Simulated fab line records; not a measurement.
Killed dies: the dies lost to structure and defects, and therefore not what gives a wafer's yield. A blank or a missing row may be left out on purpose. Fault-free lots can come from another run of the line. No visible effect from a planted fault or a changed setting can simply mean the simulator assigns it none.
Which tool is to blame?	flow n5_finfet	24 lots, 72 wafers sampled, at 2 steps of a route of 1938

WHAT THE GAUGES READ, wafer by wafer
N5_BEOL_M5_OCD_MEAS_38. Usual: trench_depth_nm 71.8 nm, standard deviation 1.1.
lot	measured	on	trench_depth_nm (nm)	flag
L074	day 9 11:31	ocd-02	73.7 70.5 71.7	
L075	day 9 15:08	ocd-02	71.4 70.9 70.8	
L077	day 9 20:35	ocd-02	71.4 71.0 72.2	
L078	day 10 13:37	ocd-02	69.9 70.5 70.7	
L076	day 10 14:11	ocd-01	70.8 72.1 70.7	
L079	day 10 14:36	ocd-02	72.8 72.2 73.0	
L080	day 10 20:49	ocd-02	73.0 70.7 72.9	
L081	day 10 23:42	ocd-02	72.5 71.1 70.4	
L082	day 11 10:14	ocd-02	71.3 71.2 72.9	
L083	day 11 16:06	ocd-01	68.9 73.2 73.1	
L084	day 11 22:34	ocd-02	69.5 70.6 70.1	
L086	day 11 22:46	ocd-02	72.7 72.1 71.0	
L085	day 12 10:40	ocd-02	71.0 71.4 73.2	
L087	day 12 15:56	ocd-02	70.1 71.9 72.9	
L088	day 12 21:34	ocd-01	73.0 71.9 71.6	
L089	day 13 00:55	ocd-01	73.0 70.0 72.1	
L090	day 13 09:10	ocd-02	72.1 70.7 71.2	
L091	day 13 19:08	ocd-01	70.7 72.6 71.1	
L092	day 13 22:26	ocd-02	73.4 73.7 71.4	
L093	day 14 04:31	ocd-01	71.4 71.0 72.7	
L094	day 14 06:51	ocd-02	70.8 72.8 70.9	
L095	day 14 11:17	ocd-02	71.1 72.7 71.6	
L096	day 14 22:52	ocd-01	72.1 72.9 70.8	
L097	day 15 11:06	ocd-01	71.9 70.6 70.9	

N5_BEOL_M5_CD_MEAS_35: target cd 28 nm, target cd y 24 nm. Usual: cd_nm 28.0 nm, standard deviation 0.33.
lot	measured	on	cd_nm (nm)	flag
L074	day 9 11:40	cd_sem-03	27.8 28.2 28.3	
L075	day 9 15:17	cd_sem-03	28.4 28.2 28.3	
L077	day 9 20:44	cd_sem-03	28.2 28.3 28.0	
L078	day 10 13:47	cd_sem-01	28.5 28.2 27.8	
L076	day 10 14:20	cd_sem-03	27.6 28.2 28.0	
L079	day 10 14:46	cd_sem-02	28.4 28.3 28.1	
L080	day 10 20:58	cd_sem-02	28.0 28.2 28.6	
L081	day 10 23:51	cd_sem-02	28.0 27.9 27.4	
L082	day 11 10:23	cd_sem-01	28.3 28.3 28.2	
L083	day 11 16:16	cd_sem-01	28.1 28.7 28.6	
L084	day 11 22:44	cd_sem-02	27.6 27.9 27.9	
L086	day 11 22:55	cd_sem-01	27.4 27.9 27.6	
L085	day 12 10:55	cd_sem-02	28.4 28.1 28.2	
L087	day 12 16:05	cd_sem-03	28.0 27.5 27.7	
L088	day 12 21:43	cd_sem-03	28.2 27.9 27.7	
L089	day 13 01:04	cd_sem-01	28.5 29.0 28.1	
L090	day 13 09:19	cd_sem-02	28.2 28.5 28.4	
L091	day 13 19:17	cd_sem-01	28.0 27.9 27.9	
L092	day 13 22:35	cd_sem-02	28.2 28.1 28.2	
L093	day 14 04:42	cd_sem-02	28.0 27.6 27.6	
L094	day 14 07:01	cd_sem-02	27.4 27.9 27.6	
L095	day 14 11:27	cd_sem-03	28.1 28.1 27.8	
L096	day 14 23:01	cd_sem-03	28.3 28.5 28.2	
L097	day 15 11:16	cd_sem-01	28.2 28.3 27.9	

WHICH TOOL RAN EACH LOT (tool, then ch and the chambers of the sampled wafers, then the start)
No process step before these readings appears in the record.

AS READ BY THE TOOLS THEMSELVES (means over the sampled wafers that have a number; for cases with no such wafer, the mark the record gives instead)
The record holds no such reading with a usual standard deviation.

THE ANSWER, worked out from the rows above alone
Rule: take the mean of a lot's wafers that have a number; if it is more than 3 standard deviations from the usual mean, the lot is off. Also off: a lot with no number at a reading for which 4 or more lots have one. Any other lot the step has rows for is counted as sound. After the gauges, taken in route order, come the tools' own readings; for these a lot's mean is taken, as printed above. The first step at which some lot is off is used, and at that step the reading that is off furthest; a lot without a number counts as furthest.
No lot is off on any of the readings shown, so nothing can be concluded from this.

WHAT HAD BEEN PUT IN BY THE SIMULATOR
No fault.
